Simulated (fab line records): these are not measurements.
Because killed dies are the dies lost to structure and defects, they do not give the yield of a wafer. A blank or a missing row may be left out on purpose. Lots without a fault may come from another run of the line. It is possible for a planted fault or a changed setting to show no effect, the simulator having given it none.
Which tool was responsible? + flow nandHarc + 12 lots, 36 wafers sampled, at 5 steps of a route of 1302

WHAT THE GAUGES READ, wafer by wafer
NHARC_END_SORT_01. Usual: killedAtArray 52, standard deviation 20; killedAtOther 1.0, standard deviation 1.3; killedAtPeriphery 3.7, standard deviation 2.2; killedDies 57, standard deviation 20; killedOpen 3.2, standard deviation 1.6; killedShort 2.4, standard deviation 1.6.
| lot  | measured     | on        | killedAtArray | killedAtOther | killedAtPeriphery | killedDies  | killedOpen | killedShort | flag |
|------|--------------|-----------|---------------|---------------|-------------------|-------------|------------|-------------|------|
| L834 | day 27 00:24 | prober-02 | 69 59 75      | 0 1 0         | 608 617 602       | 677 677 677 | 3 1 3      | 2 2 1       | OFF  |
| L835 | day 27 08:38 | prober-01 | 101 80 70     | 1 0 0         | 575 597 607       | 677 677 677 | 4 2 5      | 1 1 0       | OFF  |
| L836 | day 27 08:38 | prober-02 | 23 20 28      | 4 0 1         | 650 657 648       | 677 677 677 | 3 5 5      | 0 4 1       | OFF  |

WHICH TOOL RAN EACH LOT (tool, then ch and the chambers of the sampled wafers, then the start)
| lot  | NHARC_P_GATE_HM_OPEN_105                     | NHARC_P_GATE_RTA_80             | NHARC_P_CONTACT_DEP_00          | NHARC_P_CONTACT_ETCH_31                      |
|------|----------------------------------------------|---------------------------------|---------------------------------|----------------------------------------------|
| L831 | rieDiel-05 ch 0,1,3, day 6 15:27 or earlier  | rtpAnneal-02 ch 0, day 6 15:27  | pecvd-04 ch 0,1, day 6 16:23    | rieDiel-02 ch 0,1,3, no start                |
| L833 | rieDiel-03 ch 0,1,3, day 7 09:23 or earlier  | rtpAnneal-02 ch 0, day 7 09:23  | pecvd-02 ch 0,1, day 7 10:22    | rieDiel-11 ch 0,1,3, no start                |
| L834 | rieDiel-03 ch 0,2, day 8 01:30 or earlier    | rtpAnneal-01 ch 0, day 8 01:30  | pecvd-03 ch 0,1, day 8 02:28    | rieDiel-11 ch 0,3, day 27 00:24 or earlier   |
| L835 | rieDiel-06 ch 0,1,2, day 8 11:03 or earlier  | rtpAnneal-01 ch 0, day 8 11:03  | pecvd-02 ch 0,1,2, day 8 12:03  | rieDiel-11 ch 0,2, day 27 08:38 or earlier   |
| L836 | rieDiel-03 ch 0,1, day 8 16:51 or earlier    | rtpAnneal-02 ch 0, day 8 16:51  | pecvd-02 ch 0,1,2, day 8 17:51  | rieDiel-02 ch 0,1,3, day 27 08:38 or earlier |
| L840 | rieDiel-06 ch 0,1,2, day 10 08:16 or earlier | rtpAnneal-01 ch 0, day 10 08:16 | pecvd-03 ch 0,1, day 10 09:19   | rieDiel-13 ch 0,2,3, no start                |
| L844 | rieDiel-06 ch 0,2,3, day 12 00:12 or earlier | rtpAnneal-01 ch 0, day 12 00:12 | pecvd-03 ch 0,1,2, day 12 01:12 | rieDiel-02 ch 0,1,2, no start                |
| L846 | rieDiel-06 ch 0,3, day 12 16:51 or earlier   | rtpAnneal-02 ch 0, day 12 16:51 | pecvd-02 ch 0,1, day 12 17:47   | rieDiel-11 ch 0,1,2, no start                |
| L845 | rieDiel-03 ch 0,1,3, day 12 17:11 or earlier | rtpAnneal-02 ch 0, day 12 17:11 | pecvd-02 ch 0,2, day 12 18:19   | rieDiel-02 ch 0,2,3, no start                |
| L848 | rieDiel-06 ch 0,1,2, day 13 14:27 or earlier | rtpAnneal-02 ch 0, day 13 14:27 | pecvd-03 ch 0,1,2, day 13 15:25 | rieDiel-02 ch 0,1,3, no start                |
| L850 | rieDiel-05 ch 1,2,3, day 14 22:06 or earlier | rtpAnneal-01 ch 0, day 14 22:06 | pecvd-02 ch 1,2, day 14 23:00   | rieDiel-11 ch 0,2,3, no start                |
| L852 | rieDiel-05 ch 0,1,2, day 15 09:17 or earlier | rtpAnneal-01 ch 0, day 15 09:17 | pecvd-04 ch 0,1,2, day 15 10:14 | rieDiel-11 ch 0,3, no start                  |
- NHARC_P_GATE_HM_OPEN_105: chemistry O2/COS, target depth 360 nm.
- NHARC_P_GATE_RTA_80: time 30 s.
- NHARC_P_CONTACT_DEP_00: deposits SiO2, target thk 500 nm.
- NHARC_P_CONTACT_ETCH_31: etches the open film in CH3F/O2, target depth 30 nm, time 85.7 s.

WHAT THE TOOLS THEMSELVES READ (means of the sampled wafers that have a number; where no wafer has one, the mark that the record gives instead)
NHARC_P_GATE_HM_OPEN_105. Usual: biasW 299.9 W, standard deviation 0.99; drypumpMotorCurrentA 5.7 A, standard deviation 0.39; oesProductAu 1.000 a.u., standard deviation 0.0073; rfVppV 466 V, standard deviation 3.4; showerheadPlenumPTorr 3.09 Torr, standard deviation 0.16; throttleValvePct 28.331 %, standard deviation 0.0092.
| lot  | tool       | biasW (W) | drypumpMotorCurrentA (A) | oesProductAu (a.u.) | rfVppV (V) | showerheadPlenumPTorr (Torr) | throttleValvePct (%) | flag |
|------|------------|-----------|--------------------------|---------------------|------------|------------------------------|----------------------|------|
| L831 | rieDiel-05 | 300.7     | 5.5                      | 1.003               | 468        | 3.13                         | 28.333               |      |
| L833 | rieDiel-03 | 299.6     | 6.0                      | 1.006               | 464        | 3.01                         | 28.329               |      |
| L834 | rieDiel-03 | 299.4     | 6.1                      | 1.001               | 463        | 2.95                         | 28.333               |      |
| L835 | rieDiel-06 | 300.7     | 5.5                      | 0.995               | 466        | 3.07                         | 28.330               |      |
| L836 | rieDiel-03 | 299.9     | 6.4                      | 1.009               | 464        | 2.97                         | 28.327               |      |
| L840 | rieDiel-06 | 299.8     | 5.5                      | 1.004               | 466        | 3.07                         | 28.333               |      |
| L844 | rieDiel-06 | 299.7     | 5.5                      | 1.003               | 464        | 3.03                         | 28.330               |      |
| L846 | rieDiel-06 | 299.7     | 5.8                      | 0.992               | 467        | 3.11                         | 28.323               |      |
| L845 | rieDiel-03 | 299.4     | 6.0                      | 1.000               | 464        | 3.00                         | 28.337               |      |
| L848 | rieDiel-06 | 301.5     | 5.5                      | 1.010               | 466        | 3.07                         | 28.333               |      |
| L850 | rieDiel-05 | 299.2     | 5.7                      | 1.000               | 467        | 3.12                         | 28.326               |      |
| L852 | rieDiel-05 | 300.2     | 5.5                      | 1.006               | 470        | 3.25                         | 28.334               |      |

NHARC_P_GATE_RTA_80. Usual: lampPowerPct 2.18 %, standard deviation 0.038; lamp_zone_2_pct 2.18 %, standard deviation 0.038; lamp_zone_5_pct 2.18 %, standard deviation 0.038; wafer_temp_C_max 301.2, standard deviation 0.33.
| lot  | tool         | lampPowerPct (%) | lamp_zone_2_pct (%) | lamp_zone_5_pct (%) | wafer_temp_C_max | flag |
|------|--------------|------------------|---------------------|---------------------|------------------|------|
| L831 | rtpAnneal-02 | 2.23             | 2.23                | 2.23                | 301.9            |      |
| L833 | rtpAnneal-02 | 2.23             | 2.23                | 2.23                | 301.6            |      |
| L834 | rtpAnneal-01 | 2.15             | 2.15                | 2.15                | 301.2            |      |
| L835 | rtpAnneal-01 | 2.15             | 2.15                | 2.15                | 301.1            |      |
| L836 | rtpAnneal-02 | 2.23             | 2.23                | 2.23                | 301.4            |      |
| L840 | rtpAnneal-01 | 2.15             | 2.15                | 2.15                | 301.1            |      |
| L844 | rtpAnneal-01 | 2.15             | 2.15                | 2.15                | 301.1            |      |
| L846 | rtpAnneal-02 | 2.23             | 2.23                | 2.23                | 301.3            |      |
| L845 | rtpAnneal-02 | 2.23             | 2.23                | 2.23                | 301.7            |      |
| L848 | rtpAnneal-02 | 2.23             | 2.23                | 2.23                | 301.2            |      |
| L850 | rtpAnneal-01 | 2.16             | 2.16                | 2.16                | 300.8            |      |
| L852 | rtpAnneal-01 | 2.15             | 2.15                | 2.15                | 300.8            |      |

NHARC_P_CONTACT_DEP_00. Usual: chamberPressureTorr 6.499 Torr, standard deviation 0.013; flowSccm 2649 sccm, standard deviation 7.6; heaterPowerW 538 W, standard deviation 85; throttleValvePct 16.0 %, standard deviation 0.47.
| lot  | tool     | chamberPressureTorr (Torr) | flowSccm (sccm) | heaterPowerW (W) | throttleValvePct (%) | flag |
|------|----------|----------------------------|-----------------|------------------|----------------------|------|
| L831 | pecvd-04 | 6.497                      | 2652            | 623              | 16.5                 |      |
| L833 | pecvd-02 | 6.500                      | 2646            | 570              | 16.0                 |      |
| L834 | pecvd-03 | -                          | -               | -                | -                    | OFF  |
| L835 | pecvd-02 | -                          | -               | -                | -                    | OFF  |
| L836 | pecvd-02 | -                          | -               | -                | -                    | OFF  |
| L840 | pecvd-03 | 6.498                      | 2662            | 522              | 15.5                 |      |
| L844 | pecvd-03 | 6.500                      | 2649            | 515              | 15.8                 |      |
| L846 | pecvd-02 | 6.512                      | 2649            | 571              | 15.7                 |      |
| L845 | pecvd-02 | 6.503                      | 2646            | 585              | 15.7                 |      |
| L848 | pecvd-03 | 6.495                      | 2650            | 500              | 16.0                 |      |
| L850 | pecvd-02 | 6.497                      | 2648            | 504              | 16.0                 |      |
| L852 | pecvd-04 | 6.500                      | 2652            | 581              | 16.0                 |      |

NHARC_P_CONTACT_ETCH_31. Usual: biasW 100.0 W, standard deviation 0.31; drypumpMotorCurrentA 5.8 A, standard deviation 0.48; oesProductAu 0.979 a.u., standard deviation 0.013; rfVppV 245.1 V, standard deviation 1.4; showerheadPlenumPTorr 2.51 Torr, standard deviation 0.09; throttleValvePct 20.661 %, standard deviation 0.0095.
| lot  | tool       | biasW (W) | drypumpMotorCurrentA (A) | oesProductAu (a.u.) | rfVppV (V) | showerheadPlenumPTorr (Torr) | throttleValvePct (%) | flag |
|------|------------|-----------|--------------------------|---------------------|------------|------------------------------|----------------------|------|
| L831 | rieDiel-02 | 100.1     | 5.3                      | 0.988               | 246.1      | 2.56                         | 20.658               |      |
| L833 | rieDiel-11 | 99.8      | 5.7                      | 0.982               | 244.7      | 2.48                         | 20.655               |      |
| L834 | rieDiel-11 | 100.1     | 5.7                      | 0.980               | 245.1      | 2.50                         | 20.658               |      |
| L835 | rieDiel-11 | 99.8      | 6.3                      | 0.992               | 243.2      | 2.38                         | 20.669               |      |
| L836 | rieDiel-02 | 99.9      | 5.4                      | 0.984               | 245.0      | 2.55                         | 20.670               |      |
| L840 | rieDiel-13 | 100.4     | 6.0                      | 0.980               | 245.2      | 2.51                         | 20.660               |      |
| L844 | rieDiel-02 | 100.0     | 5.7                      | 0.978               | 246.2      | 2.58                         | 20.647               |      |
| L846 | rieDiel-11 | 100.0     | 6.1                      | 0.981               | 243.4      | 2.41                         | 20.664               |      |
| L845 | rieDiel-02 | 100.2     | 5.5                      | 0.988               | 245.1      | 2.56                         | 20.664               |      |
| L848 | rieDiel-02 | 99.9      | 5.4                      | 0.973               | 245.7      | 2.55                         | 20.671               |      |
| L850 | rieDiel-11 | 100.2     | 6.1                      | 0.989               | 244.6      | 2.44                         | 20.661               |      |
| L852 | rieDiel-11 | 99.8      | 5.7                      | 0.980               | 245.3      | 2.50                         | 20.673               |      |

THE ANSWER, worked out from the rows above alone
Rule: a lot is off if the mean of its wafers that have a number lies more than 3 standard deviations from the usual mean. A lot without any number at a reading at which 4 lots or more have one is off too. The other lots that the step has rows for count as sound. The gauges are gone through in route order, then the tools' own readings, and for those a lot's mean is taken as printed above. The first step at which some lot is off is used, and at that step the reading that is off furthest; a lot without a number counts as furthest.
Off at NHARC_END_SORT_01 (killedAtPeriphery): L834, L835, L836. Neither off nor sound, because the step has no rows for them: L831, L833, L840, L844, L846, L845, L848, L850, L852.
A tool fits if, at a process step before that reading, it ran every lot that is off, and no sound lot after the first of them. Not tried: the gauges at NHARC_END_SORT_01; whatever is off there is also off at NHARC_P_CONTACT_DEP_00, on other tools, and gauge error can't account for it. Because NHARC_P_GATE_HM_OPEN_105 lacks a start for some lots, the hours and order of its lots are taken from NHARC_P_GATE_RTA_80. Because NHARC_P_CONTACT_ETCH_31 lacks a start for some lots, the hours and order of its lots are taken from NHARC_END_SORT_01. None of those tried fits.

WHAT WAS PUT IN BY THE SIMULATOR
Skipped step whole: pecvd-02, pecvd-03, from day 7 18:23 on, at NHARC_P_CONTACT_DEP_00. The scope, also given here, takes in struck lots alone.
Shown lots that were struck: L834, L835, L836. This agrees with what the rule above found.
